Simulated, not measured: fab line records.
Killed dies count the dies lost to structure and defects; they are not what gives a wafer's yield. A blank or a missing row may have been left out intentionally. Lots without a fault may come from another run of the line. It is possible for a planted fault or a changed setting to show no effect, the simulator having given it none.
Chamber matching ; flow nand harc ; 4 sister chambers for NHARC_A_CONTACT_ETCH_48 on rie diel-05
The step etches the open film in CF4, target depth 39 nm, time 65 s. 4 wafers are shown with their chamber, then 12 later ones without.

WAFERS, EACH WITH ITS CHAMBER
wafer;chamber;showerhead plenum p Torr (Torr)
L087.5;1;1.67
L087.1;3;1.77
L087.3;2;1.87
L087.6;0;1.79

WAFERS WITHOUT THEIR CHAMBER
wafer;showerhead plenum p Torr (Torr)
L088.1;1.67
L088.2;1.79
L088.6;1.79
L088.3;1.77
L088.4;1.87
L088.5;1.67
L092.1;1.67
L092.4;1.77
L092.5;1.79
L096.1;1.66
L096.5;1.86
L096.6;1.66

THE CHAMBER EACH PASSED THROUGH
wafer;from the rows above;in truth
L088.1;1;1
L088.2;0;0
L088.6;0;0
L088.3;3;3
L088.4;2;2
L088.5;1;1
L092.1;1;1
L092.4;3;3
L092.5;0;0
L096.1;1;1
L096.5;2;2
L096.6;1;1
Placed correctly: 12 of 12. Can't be placed from these rows: 0. Wrongly placed: 0.
How it was worked out, from the rows above alone: a wafer's distance from a chamber is the root of the sum, over the readings, of the square of ((its reading less the chamber's mean) divided by the reading's scatter). If the next closest chamber is less than 2 further off than the closest, the wafer can't be placed; otherwise it belongs to the closest. The mean given for a chamber averages the wafers shown for that chamber. The scatter (one wafer shown for each chamber): square how far every hidden wafer sits from the nearest shown wafer, average those squares and take the square root.
